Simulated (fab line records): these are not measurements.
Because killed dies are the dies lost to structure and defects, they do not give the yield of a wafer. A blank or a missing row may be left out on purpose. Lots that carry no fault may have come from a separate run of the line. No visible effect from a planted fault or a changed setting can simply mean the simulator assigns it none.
Matching of chambers ; flow n5 finfet ; N5_DUMMY_GATE_ETCH_44 on rie si-02: 4 sister chambers
The step etches poly-Si in HBr/O2, stops on SiO2, target depth 127.5 nm. 14 wafers are shown with their chamber, then 7 later ones without.

WAFERS PAIRED WITH THEIR CHAMBERS
wafer;chamber;throttle valve pct (%);drypump motor current A (A);oes product au (a.u.)
L079.1;0;18.72;5.1;0.755
L079.2;1;18.47;5.5;0.719
L079.5;0;18.73;5.1;0.752
L084.3;1;18.47;5.6;0.718
L084.4;2;18.63;4.8;0.733
L084.6;2;18.61;4.8;0.722
L086.1;1;18.46;5.5;0.721
L086.3;2;18.63;4.8;0.734
L086.4;0;18.72;5.1;0.764
L088.1;2;18.62;4.8;0.712
L088.3;3;18.30;5.8;0.718
L088.4;0;18.72;5.2;0.738
L089.2;3;18.30;5.8;0.712
L089.4;0;18.71;5.2;0.762

SIGNATURES (averages over the wafers above)
reading;chamber 0;chamber 1;chamber 2;chamber 3;scatter within a chamber
throttle valve pct;18.7200;18.4667;18.6225;18.3000;0.00736
drypump motor current A;5.140;5.533;4.800;5.800;0.0432
oes product au;0.75420;0.71933;0.72525;0.71500;0.00878
Rule: for each reading, subtract the chamber's mean from the wafer's reading, divide by that reading's scatter and square the result; add these up over the readings and take the root, which gives the wafer's distance from the chamber. The wafer belongs to the nearest chamber; if the next one is less than 2 further off, it can't be placed. The scatter is the square root of a quotient: the sum, over the shown wafers, of each reading's squared deviation from its chamber's mean, divided by wafers minus chambers.

WAFERS WITH NO CHAMBER GIVEN
wafer;throttle valve pct (%);drypump motor current A (A);oes product au (a.u.)
L089.5;18.31;5.8;0.722
L090.1;18.46;5.5;0.726
L090.3;18.61;4.8;0.719
L090.5;18.61;4.8;0.721
L092.1;18.61;4.8;0.734
L092.2;18.31;5.8;0.723
L092.3;18.72;5.1;0.748

CHAMBER TAKEN BY EACH
wafer;from the rows above;in truth
L089.5;3;3
L090.1;1;1
L090.3;2;2
L090.5;2;2
L092.1;2;2
L092.2;3;3
L092.3;0;0
Correctly placed: 7 of 7. From these rows, 0 cannot be placed. Placed wrongly: 0.
